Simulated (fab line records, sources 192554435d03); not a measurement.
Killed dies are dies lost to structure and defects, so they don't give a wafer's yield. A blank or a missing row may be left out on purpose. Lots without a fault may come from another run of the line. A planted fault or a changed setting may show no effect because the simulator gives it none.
Chamber matching | flow n5_finfet | N5_BEOL_M2_ETCH_77 on rie_diel-04: 4 sister chambers
The step etches underlayer in N2/H2, target depth 6.5 nm, time 5.2 s. 14 wafers are shown with their chamber, then 7 later ones without.

WAFERS WITH THEIR CHAMBER
wafer  | chamber | showerhead_plenum_p_Torr (Torr) | drypump_motor_current_A (A) | throttle_valve_pct (%)
L077.1 | 3       | 2.62                            | 4.9                         | 18.06
L077.2 | 1       | 2.40                            | 5.3                         | 17.99
L077.5 | 1       | 2.40                            | 5.3                         | 18.01
L076.2 | 1       | 2.40                            | 5.3                         | 17.97
L076.5 | 0       | 2.51                            | 5.5                         | 18.34
L076.6 | 3       | 2.62                            | 4.9                         | 18.04
L078.1 | 3       | 2.62                            | 4.8                         | 18.05
L078.2 | 2       | 2.45                            | 5.3                         | 17.78
L078.6 | 2       | 2.45                            | 5.3                         | 17.75
L079.1 | 2       | 2.45                            | 5.3                         | 17.75
L079.4 | 2       | 2.45                            | 5.3                         | 17.78
L079.5 | 3       | 2.61                            | 4.9                         | 18.10
L083.3 | 3       | 2.61                            | 4.9                         | 18.11
L083.5 | 3       | 2.61                            | 4.9                         | 18.09

SIGNATURES (means of the wafers above)
reading                  | chamber 0 | chamber 1 | chamber 2 | chamber 3 | scatter within a chamber
showerhead_plenum_p_Torr | 2.5100    | 2.4000    | 2.4500    | 2.6150    | 0.00387
drypump_motor_current_A  | 5.500     | 5.300     | 5.300     | 4.883     | 0.0289
throttle_valve_pct       | 18.3400   | 17.9900   | 17.7650   | 18.0750   | 0.0242
Rule: a wafer's distance from a chamber is the root of the sum, over the readings, of the square of ((its reading less the chamber's mean) divided by the reading's scatter). The wafer belongs to the nearest chamber; if the next one is less than 2 further off, it can't be placed. The scatter: the root of (the sum of the squares of (reading less its chamber's mean) over the shown wafers, divided by (wafers less chambers)).

WAFERS WITHOUT THEIR CHAMBER
wafer  | showerhead_plenum_p_Torr (Torr) | drypump_motor_current_A (A) | throttle_valve_pct (%)
L083.6 | 2.71                            | 5.4                         | 17.67
L084.2 | 2.61                            | 4.9                         | 18.07
L084.3 | 2.71                            | 5.3                         | 17.67
L084.6 | 2.61                            | 4.9                         | 18.08
L086.1 | 2.71                            | 5.3                         | 17.66
L086.2 | 2.44                            | 5.3                         | 17.81
L086.5 | 2.50                            | 5.5                         | 17.94

WHICH CHAMBER EACH WENT THROUGH
wafer  | from the rows above     | in truth
L083.6 | 3                       | 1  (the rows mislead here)
L084.2 | 3                       | 3
L084.3 | 3                       | 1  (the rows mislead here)
L084.6 | 3                       | 3
L086.1 | 3                       | 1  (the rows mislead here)
L086.2 | 2                       | 2
L086.5 | can't be placed: 2 or 0 | 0
Placed correctly: 3 of 7. Can't be placed from these rows: 1 (the true chamber is among the candidates in 1). Placed wrongly: 3.
